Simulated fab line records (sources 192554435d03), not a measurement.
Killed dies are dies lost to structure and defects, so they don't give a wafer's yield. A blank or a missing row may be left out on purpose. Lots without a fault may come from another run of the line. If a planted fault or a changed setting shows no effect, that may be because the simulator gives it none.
Which tool did it? / flow n5-finfet / 72 wafers from 24 lots sampled at 5 of the route's 1938 steps

== WHAT EACH GAUGE READ, for each wafer ==
N5_BEOL_M14_INSPECT_12: inspects for defects (macro). Usual: raw-defect-count at 2.1, with a standard deviation of 1.5.
lot=L074; measured=day 10 14:41; on=defect-inspect-01; raw-defect-count=1 4 2; flag=
lot=L075; measured=day 11 09:56; on=defect-inspect-02; raw-defect-count=2 2 2; flag=
lot=L076; measured=day 11 10:22; on=defect-inspect-02; raw-defect-count=4 1 1; flag=
lot=L077; measured=day 11 17:06; on=defect-inspect-01; raw-defect-count=2 1 6; flag=
lot=L078; measured=day 11 21:37; on=defect-inspect-02; raw-defect-count=0 1 3; flag=
lot=L079; measured=day 12 00:01; on=defect-inspect-02; raw-defect-count=2 2 3; flag=
lot=L080; measured=day 12 08:20; on=defect-inspect-02; raw-defect-count=1 3 2; flag=
lot=L081; measured=day 12 17:09; on=defect-inspect-01; raw-defect-count=1 1 0; flag=
lot=L082; measured=day 13 04:37; on=defect-inspect-01; raw-defect-count=4 4 7; flag=
lot=L085; measured=day 13 13:48; on=defect-inspect-01; raw-defect-count=3 2 1; flag=
lot=L084; measured=day 13 14:28; on=defect-inspect-02; raw-defect-count=6 2 1; flag=
lot=L083; measured=day 13 17:28; on=defect-inspect-02; raw-defect-count=3 3 0; flag=
lot=L086; measured=day 14 09:01; on=defect-inspect-01; raw-defect-count=1 1 0; flag=
lot=L087; measured=day 14 09:47; on=defect-inspect-01; raw-defect-count=3 2 2; flag=
lot=L088; measured=day 14 16:34; on=defect-inspect-02; raw-defect-count=5 1 3; flag=
lot=L089; measured=day 14 20:24; on=defect-inspect-01; raw-defect-count=6 2 2; flag=
lot=L090; measured=day 15 02:16; on=defect-inspect-01; raw-defect-count=3 1 2; flag=
lot=L091; measured=day 15 11:45; on=defect-inspect-01; raw-defect-count=3 3 1; flag=
lot=L092; measured=day 15 12:43; on=defect-inspect-01; raw-defect-count=2 3 1; flag=
lot=L094; measured=day 15 19:50; on=defect-inspect-02; raw-defect-count=0 3 1; flag=
lot=L093; measured=day 15 21:05; on=defect-inspect-02; raw-defect-count=1 1 1; flag=
lot=L095; measured=day 16 05:16; on=defect-inspect-02; raw-defect-count=1 0 2; flag=
lot=L096; measured=day 16 19:00; on=defect-inspect-02; raw-defect-count=3 0 3; flag=
lot=L097; measured=day 16 19:21; on=defect-inspect-02; raw-defect-count=2 2 2; flag=

== WHICH TOOL RAN EACH LOT (tool, then ch and the chambers of the sampled wafers, then the start) ==
lot=L074; N5_BEOL_M12_PRE_CLEAN_42=pvd-sputter-02, day 10 06:02; N5_BEOL_M13_DESCUM_15=rie-diel-05 ch 0,2,3, day 10 07:52; N5_BEOL_M13_PRE_CLEAN_42=pvd-sputter-03, day 10 12:29; N5_BEOL_M13_ANNEAL_48=rtp-anneal-01 ch 0, day 10 13:03
lot=L075; N5_BEOL_M12_PRE_CLEAN_42=pvd-sputter-01, day 10 23:15; N5_BEOL_M13_DESCUM_15=rie-diel-04 ch 0,1,3, day 11 02:34; N5_BEOL_M13_PRE_CLEAN_42=pvd-sputter-03, day 11 07:08; N5_BEOL_M13_ANNEAL_48=rtp-anneal-01 ch 0, day 11 07:58
lot=L076; N5_BEOL_M12_PRE_CLEAN_42=pvd-sputter-03, day 11 04:37; N5_BEOL_M13_DESCUM_15=rie-diel-04 ch 0,1,2, day 11 06:29; N5_BEOL_M13_PRE_CLEAN_42=pvd-sputter-01, day 11 08:25; N5_BEOL_M13_ANNEAL_48=rtp-anneal-01 ch 0, day 11 08:58
lot=L077; N5_BEOL_M12_PRE_CLEAN_42=pvd-sputter-02, day 11 06:49; N5_BEOL_M13_DESCUM_15=rie-diel-05 ch 0,3, day 11 08:40; N5_BEOL_M13_PRE_CLEAN_42=pvd-sputter-02, day 11 14:53; N5_BEOL_M13_ANNEAL_48=rtp-anneal-02 ch 0, day 11 15:38
lot=L078; N5_BEOL_M12_PRE_CLEAN_42=pvd-sputter-03, day 11 14:39; N5_BEOL_M13_DESCUM_15=rie-diel-04 ch 2,3, day 11 16:37; N5_BEOL_M13_PRE_CLEAN_42=pvd-sputter-03, day 11 19:43; N5_BEOL_M13_ANNEAL_48=rtp-anneal-01 ch 0, day 11 20:16
lot=L079; N5_BEOL_M12_PRE_CLEAN_42=pvd-sputter-01, day 11 14:50; N5_BEOL_M13_DESCUM_15=rie-diel-05 ch 0,2,3, day 11 17:17; N5_BEOL_M13_PRE_CLEAN_42=pvd-sputter-03, day 11 21:57; N5_BEOL_M13_ANNEAL_48=rtp-anneal-01 ch 0, day 11 22:37
lot=L080; N5_BEOL_M12_PRE_CLEAN_42=pvd-sputter-03, day 11 22:51; N5_BEOL_M13_DESCUM_15=rie-diel-01 ch 0,1,3, day 12 00:44; N5_BEOL_M13_PRE_CLEAN_42=pvd-sputter-03, day 12 06:16; N5_BEOL_M13_ANNEAL_48=rtp-anneal-02 ch 0, day 12 06:53
lot=L081; N5_BEOL_M12_PRE_CLEAN_42=pvd-sputter-02, day 12 10:07; N5_BEOL_M13_DESCUM_15=rie-diel-01 ch 0,1,3, day 12 12:13; N5_BEOL_M13_PRE_CLEAN_42=pvd-sputter-02, day 12 15:19; N5_BEOL_M13_ANNEAL_48=rtp-anneal-02 ch 0, day 12 15:51
lot=L082; N5_BEOL_M12_PRE_CLEAN_42=pvd-sputter-01, day 12 19:55; N5_BEOL_M13_DESCUM_15=rie-diel-05 ch 1,2, day 12 22:37; N5_BEOL_M13_PRE_CLEAN_42=pvd-sputter-01, day 13 02:47; N5_BEOL_M13_ANNEAL_48=rtp-anneal-02 ch 0, day 13 03:19
lot=L085; N5_BEOL_M12_PRE_CLEAN_42=pvd-sputter-02, day 13 03:52; N5_BEOL_M13_DESCUM_15=rie-diel-01 ch 0,1,2, day 13 05:40; N5_BEOL_M13_PRE_CLEAN_42=pvd-sputter-01, day 13 11:56; N5_BEOL_M13_ANNEAL_48=rtp-anneal-01 ch 0, day 13 12:29
lot=L084; N5_BEOL_M12_PRE_CLEAN_42=pvd-sputter-02, day 13 07:23; N5_BEOL_M13_DESCUM_15=rie-diel-01 ch 0,3, day 13 09:19; N5_BEOL_M13_PRE_CLEAN_42=pvd-sputter-01, day 13 12:29; N5_BEOL_M13_ANNEAL_48=rtp-anneal-02 ch 0, day 13 13:08
lot=L083; N5_BEOL_M12_PRE_CLEAN_42=pvd-sputter-02, day 13 11:29; N5_BEOL_M13_DESCUM_15=rie-diel-05 ch 1,2,3, day 13 13:24; N5_BEOL_M13_PRE_CLEAN_42=pvd-sputter-01, day 13 15:39; N5_BEOL_M13_ANNEAL_48=rtp-anneal-02 ch 0, day 13 16:08
lot=L086; N5_BEOL_M12_PRE_CLEAN_42=pvd-sputter-03, day 14 01:16; N5_BEOL_M13_DESCUM_15=rie-diel-05 ch 0,1,2, day 14 03:31; N5_BEOL_M13_PRE_CLEAN_42=pvd-sputter-01, day 14 07:07; N5_BEOL_M13_ANNEAL_48=rtp-anneal-02 ch 0, day 14 07:36
lot=L087; N5_BEOL_M12_PRE_CLEAN_42=pvd-sputter-02, day 14 01:19; N5_BEOL_M13_DESCUM_15=rie-diel-05 ch 0,1,2, day 14 03:49; N5_BEOL_M13_PRE_CLEAN_42=pvd-sputter-01, day 14 07:44; N5_BEOL_M13_ANNEAL_48=rtp-anneal-01 ch 0, day 14 08:18
lot=L088; N5_BEOL_M12_PRE_CLEAN_42=pvd-sputter-01, day 14 06:35; N5_BEOL_M13_DESCUM_15=rie-diel-01 ch 1,3, day 14 08:24; N5_BEOL_M13_PRE_CLEAN_42=pvd-sputter-02, day 14 14:38; N5_BEOL_M13_ANNEAL_48=rtp-anneal-01 ch 0, day 14 15:08
lot=L089; N5_BEOL_M12_PRE_CLEAN_42=pvd-sputter-03, day 14 11:56; N5_BEOL_M13_DESCUM_15=rie-diel-05 ch 1,2,3, day 14 13:53; N5_BEOL_M13_PRE_CLEAN_42=pvd-sputter-02, day 14 18:28; N5_BEOL_M13_ANNEAL_48=rtp-anneal-02 ch 0, day 14 18:59
lot=L090; N5_BEOL_M12_PRE_CLEAN_42=pvd-sputter-03, day 14 18:53; N5_BEOL_M13_DESCUM_15=rie-diel-05 ch 1,2,3, day 14 20:41; N5_BEOL_M13_PRE_CLEAN_42=pvd-sputter-02, day 15 00:19; N5_BEOL_M13_ANNEAL_48=rtp-anneal-01 ch 0, day 15 00:51
lot=L091; N5_BEOL_M12_PRE_CLEAN_42=pvd-sputter-02, day 15 05:13; N5_BEOL_M13_DESCUM_15=rie-diel-05 ch 0,1, day 15 07:19; N5_BEOL_M13_PRE_CLEAN_42=pvd-sputter-01, day 15 09:41; N5_BEOL_M13_ANNEAL_48=rtp-anneal-01 ch 0, day 15 10:10
lot=L092; N5_BEOL_M12_PRE_CLEAN_42=pvd-sputter-03, day 15 05:35; N5_BEOL_M13_DESCUM_15=rie-diel-05 ch 0,2, day 15 07:43; N5_BEOL_M13_PRE_CLEAN_42=pvd-sputter-02, day 15 10:46; N5_BEOL_M13_ANNEAL_48=rtp-anneal-01 ch 0, day 15 11:18
lot=L094; N5_BEOL_M12_PRE_CLEAN_42=pvd-sputter-03, day 15 13:20; N5_BEOL_M13_DESCUM_15=rie-diel-01 ch 1,2,3, day 15 15:15; N5_BEOL_M13_PRE_CLEAN_42=pvd-sputter-01, day 15 17:46; N5_BEOL_M13_ANNEAL_48=rtp-anneal-01 ch 0, day 15 18:32
lot=L093; N5_BEOL_M12_PRE_CLEAN_42=pvd-sputter-02, day 15 13:22; N5_BEOL_M13_DESCUM_15=rie-diel-05 ch 2,3, day 15 15:40; N5_BEOL_M13_PRE_CLEAN_42=pvd-sputter-02, day 15 19:04; N5_BEOL_M13_ANNEAL_48=rtp-anneal-01 ch 0, day 15 19:38
lot=L095; N5_BEOL_M12_PRE_CLEAN_42=pvd-sputter-01, day 15 23:30; N5_BEOL_M13_DESCUM_15=rie-diel-01 ch 0,3, day 16 01:25; N5_BEOL_M13_PRE_CLEAN_42=pvd-sputter-02, day 16 03:26; N5_BEOL_M13_ANNEAL_48=rtp-anneal-01 ch 0, day 16 03:56
lot=L096; N5_BEOL_M12_PRE_CLEAN_42=pvd-sputter-01, day 16 09:26; N5_BEOL_M13_DESCUM_15=rie-diel-01 ch 0,1, day 16 11:29; N5_BEOL_M13_PRE_CLEAN_42=pvd-sputter-03, day 16 17:04; N5_BEOL_M13_ANNEAL_48=rtp-anneal-02 ch 0, day 16 17:33
lot=L097; N5_BEOL_M12_PRE_CLEAN_42=pvd-sputter-01, day 16 09:56; N5_BEOL_M13_DESCUM_15=rie-diel-01 ch 0,1,3, day 16 11:50; N5_BEOL_M13_PRE_CLEAN_42=pvd-sputter-03, day 16 17:31; N5_BEOL_M13_ANNEAL_48=rtp-anneal-02 ch 0, day 16 18:02
- N5_BEOL_M12_PRE_CLEAN_42: time 30 s.
- N5_BEOL_M13_DESCUM_15: chemistry O2, time 7.9 s.
- N5_BEOL_M13_PRE_CLEAN_42: time 30 s.
- N5_BEOL_M13_ANNEAL_48: time 90 s.

== WHAT THE TOOLS THEMSELVES READ (means of the sampled wafers that have a number; where no wafer has one, the mark that the record gives instead) ==
N5_BEOL_M12_PRE_CLEAN_42. Usual: heater-power-w at 332 W, with a standard deviation of 16.
lot=L074; tool=pvd-sputter-02; heater-power-w (W)=330; flag=
lot=L075; tool=pvd-sputter-01; heater-power-w (W)=332; flag=
lot=L076; tool=pvd-sputter-03; heater-power-w (W)=326; flag=
lot=L077; tool=pvd-sputter-02; heater-power-w (W)=329; flag=
lot=L078; tool=pvd-sputter-03; heater-power-w (W)=339; flag=
lot=L079; tool=pvd-sputter-01; heater-power-w (W)=329; flag=
lot=L080; tool=pvd-sputter-03; heater-power-w (W)=347; flag=
lot=L081; tool=pvd-sputter-02; heater-power-w (W)=336; flag=
lot=L082; tool=pvd-sputter-01; heater-power-w (W)=321; flag=
lot=L085; tool=pvd-sputter-02; heater-power-w (W)=329; flag=
lot=L084; tool=pvd-sputter-02; heater-power-w (W)=310; flag=
lot=L083; tool=pvd-sputter-02; heater-power-w (W)=343; flag=
lot=L086; tool=pvd-sputter-03; heater-power-w (W)=333; flag=
lot=L087; tool=pvd-sputter-02; heater-power-w (W)=326; flag=
lot=L088; tool=pvd-sputter-01; heater-power-w (W)=329; flag=
lot=L089; tool=pvd-sputter-03; heater-power-w (W)=341; flag=
lot=L090; tool=pvd-sputter-03; heater-power-w (W)=342; flag=
lot=L091; tool=pvd-sputter-02; heater-power-w (W)=341; flag=
lot=L092; tool=pvd-sputter-03; heater-power-w (W)=334; flag=
lot=L094; tool=pvd-sputter-03; heater-power-w (W)=335; flag=
lot=L093; tool=pvd-sputter-02; heater-power-w (W)=347; flag=
lot=L095; tool=pvd-sputter-01; heater-power-w (W)=322; flag=
lot=L096; tool=pvd-sputter-01; heater-power-w (W)=329; flag=
lot=L097; tool=pvd-sputter-01; heater-power-w (W)=328; flag=

N5_BEOL_M13_DESCUM_15. Usual: drypump-motor-current-A 5.7 A, standard deviation 0.3; oes-product-au 0.84 a.u., standard deviation 0.059; rf-fwd-power-W 49.23 W, standard deviation 0.24; rf-vpp-V 243.5 V, standard deviation 1.1; showerhead-plenum-p-Torr 2.11 Torr, standard deviation 0.047; throttle-valve-pct 20.21 %, standard deviation 0.29.
lot=L074; tool=rie-diel-05; drypump-motor-current-A (A)=5.5; oes-product-au (a.u.)=0.82; rf-fwd-power-W (W)=49.22; rf-vpp-V (V)=243.2; showerhead-plenum-p-Torr (Torr)=2.13; throttle-valve-pct (%)=20.06; flag=
lot=L075; tool=rie-diel-04; drypump-motor-current-A (A)=5.5; oes-product-au (a.u.)=0.75; rf-fwd-power-W (W)=49.38; rf-vpp-V (V)=243.5; showerhead-plenum-p-Torr (Torr)=2.14; throttle-valve-pct (%)=20.18; flag=
lot=L076; tool=rie-diel-04; drypump-motor-current-A (A)=5.5; oes-product-au (a.u.)=0.80; rf-fwd-power-W (W)=49.41; rf-vpp-V (V)=243.9; showerhead-plenum-p-Torr (Torr)=2.14; throttle-valve-pct (%)=20.30; flag=
lot=L077; tool=rie-diel-05; drypump-motor-current-A (A)=5.5; oes-product-au (a.u.)=0.81; rf-fwd-power-W (W)=49.06; rf-vpp-V (V)=243.9; showerhead-plenum-p-Torr (Torr)=2.13; throttle-valve-pct (%)=19.94; flag=
lot=L078; tool=rie-diel-04; drypump-motor-current-A (A)=6.1; oes-product-au (a.u.)=0.84; rf-fwd-power-W (W)=49.54; rf-vpp-V (V)=243.8; showerhead-plenum-p-Torr (Torr)=2.13; throttle-valve-pct (%)=20.28; flag=
lot=L079; tool=rie-diel-05; drypump-motor-current-A (A)=5.5; oes-product-au (a.u.)=0.81; rf-fwd-power-W (W)=49.21; rf-vpp-V (V)=244.8; showerhead-plenum-p-Torr (Torr)=2.13; throttle-valve-pct (%)=20.07; flag=
lot=L080; tool=rie-diel-01; drypump-motor-current-A (A)=5.8; oes-product-au (a.u.)=0.88; rf-fwd-power-W (W)=49.07; rf-vpp-V (V)=244.0; showerhead-plenum-p-Torr (Torr)=2.10; throttle-valve-pct (%)=20.22; flag=
lot=L081; tool=rie-diel-01; drypump-motor-current-A (A)=5.8; oes-product-au (a.u.)=0.87; rf-fwd-power-W (W)=49.10; rf-vpp-V (V)=242.5; showerhead-plenum-p-Torr (Torr)=2.10; throttle-valve-pct (%)=20.24; flag=
lot=L082; tool=rie-diel-05; drypump-motor-current-A (A)=5.6; oes-product-au (a.u.)=0.84; rf-fwd-power-W (W)=49.15; rf-vpp-V (V)=244.0; showerhead-plenum-p-Torr (Torr)=2.12; throttle-valve-pct (%)=20.21; flag=
lot=L085; tool=rie-diel-01; drypump-motor-current-A (A)=5.7; oes-product-au (a.u.)=0.85; rf-fwd-power-W (W)=49.26; rf-vpp-V (V)=243.3; showerhead-plenum-p-Torr (Torr)=2.11; throttle-valve-pct (%)=20.49; flag=
lot=L084; tool=rie-diel-01; drypump-motor-current-A (A)=6.0; oes-product-au (a.u.)=0.87; rf-fwd-power-W (W)=49.46; rf-vpp-V (V)=242.9; showerhead-plenum-p-Torr (Torr)=2.05; throttle-valve-pct (%)=20.10; flag=
lot=L083; tool=rie-diel-05; drypump-motor-current-A (A)=5.7; oes-product-au (a.u.)=0.85; rf-fwd-power-W (W)=49.07; rf-vpp-V (V)=242.9; showerhead-plenum-p-Torr (Torr)=2.12; throttle-valve-pct (%)=20.04; flag=
lot=L086; tool=rie-diel-05; drypump-motor-current-A (A)=5.4; oes-product-au (a.u.)=0.78; rf-fwd-power-W (W)=49.14; rf-vpp-V (V)=245.2; showerhead-plenum-p-Torr (Torr)=2.13; throttle-valve-pct (%)=20.27; flag=
lot=L087; tool=rie-diel-05; drypump-motor-current-A (A)=5.4; oes-product-au (a.u.)=0.78; rf-fwd-power-W (W)=49.25; rf-vpp-V (V)=243.3; showerhead-plenum-p-Torr (Torr)=2.13; throttle-valve-pct (%)=20.26; flag=
lot=L088; tool=rie-diel-01; drypump-motor-current-A (A)=6.0; oes-product-au (a.u.)=0.84; rf-fwd-power-W (W)=49.19; rf-vpp-V (V)=242.7; showerhead-plenum-p-Torr (Torr)=2.10; throttle-valve-pct (%)=20.24; flag=
lot=L089; tool=rie-diel-05; drypump-motor-current-A (A)=5.7; oes-product-au (a.u.)=0.84; rf-fwd-power-W (W)=49.25; rf-vpp-V (V)=243.2; showerhead-plenum-p-Torr (Torr)=2.12; throttle-valve-pct (%)=20.05; flag=
lot=L090; tool=rie-diel-05; drypump-motor-current-A (A)=5.7; oes-product-au (a.u.)=0.83; rf-fwd-power-W (W)=49.11; rf-vpp-V (V)=243.6; showerhead-plenum-p-Torr (Torr)=2.11; throttle-valve-pct (%)=20.05; flag=
lot=L091; tool=rie-diel-05; drypump-motor-current-A (A)=5.2; oes-product-au (a.u.)=0.93; rf-fwd-power-W (W)=49.30; rf-vpp-V (V)=243.2; showerhead-plenum-p-Torr (Torr)=2.14; throttle-valve-pct (%)=20.19; flag=
lot=L092; tool=rie-diel-05; drypump-motor-current-A (A)=5.5; oes-product-au (a.u.)=0.90; rf-fwd-power-W (W)=49.21; rf-vpp-V (V)=243.6; showerhead-plenum-p-Torr (Torr)=2.12; throttle-valve-pct (%)=20.10; flag=
lot=L094; tool=rie-diel-01; drypump-motor-current-A (A)=5.9; oes-product-au (a.u.)=0.82; rf-fwd-power-W (W)=49.31; rf-vpp-V (V)=243.7; showerhead-plenum-p-Torr (Torr)=2.10; throttle-valve-pct (%)=20.51; flag=
lot=L093; tool=rie-diel-05; drypump-motor-current-A (A)=5.7; oes-product-au (a.u.)=0.83; rf-fwd-power-W (W)=49.17; rf-vpp-V (V)=243.1; showerhead-plenum-p-Torr (Torr)=2.11; throttle-valve-pct (%)=19.98; flag=
lot=L095; tool=rie-diel-01; drypump-motor-current-A (A)=6.0; oes-product-au (a.u.)=0.84; rf-fwd-power-W (W)=49.35; rf-vpp-V (V)=242.5; showerhead-plenum-p-Torr (Torr)=2.04; throttle-valve-pct (%)=20.14; flag=
lot=L096; tool=rie-diel-01; drypump-motor-current-A (A)=5.6; oes-product-au (a.u.)=0.83; rf-fwd-power-W (W)=49.09; rf-vpp-V (V)=242.9; showerhead-plenum-p-Torr (Torr)=2.09; throttle-valve-pct (%)=20.29; flag=
lot=L097; tool=rie-diel-01; drypump-motor-current-A (A)=5.8; oes-product-au (a.u.)=0.83; rf-fwd-power-W (W)=49.17; rf-vpp-V (V)=243.1; showerhead-plenum-p-Torr (Torr)=2.09; throttle-valve-pct (%)=20.29; flag=

N5_BEOL_M13_PRE_CLEAN_42. Usual: heater-power-w at 331 W, with a standard deviation of 15.
lot=L074; tool=pvd-sputter-03; heater-power-w (W)=337; flag=
lot=L075; tool=pvd-sputter-03; heater-power-w (W)=336; flag=
lot=L076; tool=pvd-sputter-01; heater-power-w (W)=321; flag=
lot=L077; tool=pvd-sputter-02; heater-power-w (W)=337; flag=
lot=L078; tool=pvd-sputter-03; heater-power-w (W)=344; flag=
lot=L079; tool=pvd-sputter-03; heater-power-w (W)=333; flag=
lot=L080; tool=pvd-sputter-03; heater-power-w (W)=338; flag=
lot=L081; tool=pvd-sputter-02; heater-power-w (W)=331; flag=
lot=L082; tool=pvd-sputter-01; heater-power-w (W)=324; flag=
lot=L085; tool=pvd-sputter-01; heater-power-w (W)=334; flag=
lot=L084; tool=pvd-sputter-01; heater-power-w (W)=327; flag=
lot=L083; tool=pvd-sputter-01; heater-power-w (W)=323; flag=
lot=L086; tool=pvd-sputter-01; heater-power-w (W)=334; flag=
lot=L087; tool=pvd-sputter-01; heater-power-w (W)=325; flag=
lot=L088; tool=pvd-sputter-02; heater-power-w (W)=330; flag=
lot=L089; tool=pvd-sputter-02; heater-power-w (W)=324; flag=
lot=L090; tool=pvd-sputter-02; heater-power-w (W)=332; flag=
lot=L091; tool=pvd-sputter-01; heater-power-w (W)=320; flag=
lot=L092; tool=pvd-sputter-02; heater-power-w (W)=340; flag=
lot=L094; tool=pvd-sputter-01; heater-power-w (W)=323; flag=
lot=L093; tool=pvd-sputter-02; heater-power-w (W)=325; flag=
lot=L095; tool=pvd-sputter-02; heater-power-w (W)=330; flag=
lot=L096; tool=pvd-sputter-03; heater-power-w (W)=327; flag=
lot=L097; tool=pvd-sputter-03; heater-power-w (W)=343; flag=

N5_BEOL_M13_ANNEAL_48. Usual: wafer_temp_C_max at 225.96, with a standard deviation of 0.27.
lot=L074 tool=rtp-anneal-01 wafer_temp_C_max=225.83 flag=
lot=L075 tool=rtp-anneal-01 wafer_temp_C_max=226.11 flag=
lot=L076 tool=rtp-anneal-01 wafer_temp_C_max=226.34 flag=
lot=L077 tool=rtp-anneal-02 wafer_temp_C_max=225.97 flag=
lot=L078 tool=rtp-anneal-01 wafer_temp_C_max=225.91 flag=
lot=L079 tool=rtp-anneal-01 wafer_temp_C_max=226.32 flag=
lot=L080 tool=rtp-anneal-02 wafer_temp_C_max=226.00 flag=
lot=L081 tool=rtp-anneal-02 wafer_temp_C_max=225.92 flag=
lot=L082 tool=rtp-anneal-02 wafer_temp_C_max=225.98 flag=
lot=L085 tool=rtp-anneal-01 wafer_temp_C_max=225.98 flag=
lot=L084 tool=rtp-anneal-02 wafer_temp_C_max=225.89 flag=
lot=L083 tool=rtp-anneal-02 wafer_temp_C_max=225.43 flag=
lot=L086 tool=rtp-anneal-02 wafer_temp_C_max=225.61 flag=
lot=L087 tool=rtp-anneal-01 wafer_temp_C_max=226.18 flag=
lot=L088 tool=rtp-anneal-01 wafer_temp_C_max=226.02 flag=
lot=L089 tool=rtp-anneal-02 wafer_temp_C_max=226.08 flag=
lot=L090 tool=rtp-anneal-01 wafer_temp_C_max=225.88 flag=
lot=L091 tool=rtp-anneal-01 wafer_temp_C_max=226.02 flag=
lot=L092 tool=rtp-anneal-01 wafer_temp_C_max=226.35 flag=
lot=L094 tool=rtp-anneal-01 wafer_temp_C_max=226.17 flag=
lot=L093 tool=rtp-anneal-01 wafer_temp_C_max=225.58 flag=
lot=L095 tool=rtp-anneal-01 wafer_temp_C_max=226.07 flag=
lot=L096 tool=rtp-anneal-02 wafer_temp_C_max=225.87 flag=
lot=L097 tool=rtp-anneal-02 wafer_temp_C_max=225.88 flag=

== THE ANSWER, worked out from the rows above alone ==
Rule: a lot is off if the mean of its wafers that have a number lies more than 3 standard deviations from the usual mean. Also off: a lot with no number at a reading for which 4 or more lots have one. Any other lot the step has rows for is counted as sound. The gauges are gone through in route order, then the tools' own readings, and for those a lot's mean is taken as printed above. The first step at which some lot is off is used, and at that step the reading that is off furthest; a lot without a number counts as furthest.
No lot is off on any of the readings shown, so nothing can be concluded from this.

== WHAT HAD BEEN PUT IN BY THE SIMULATOR ==
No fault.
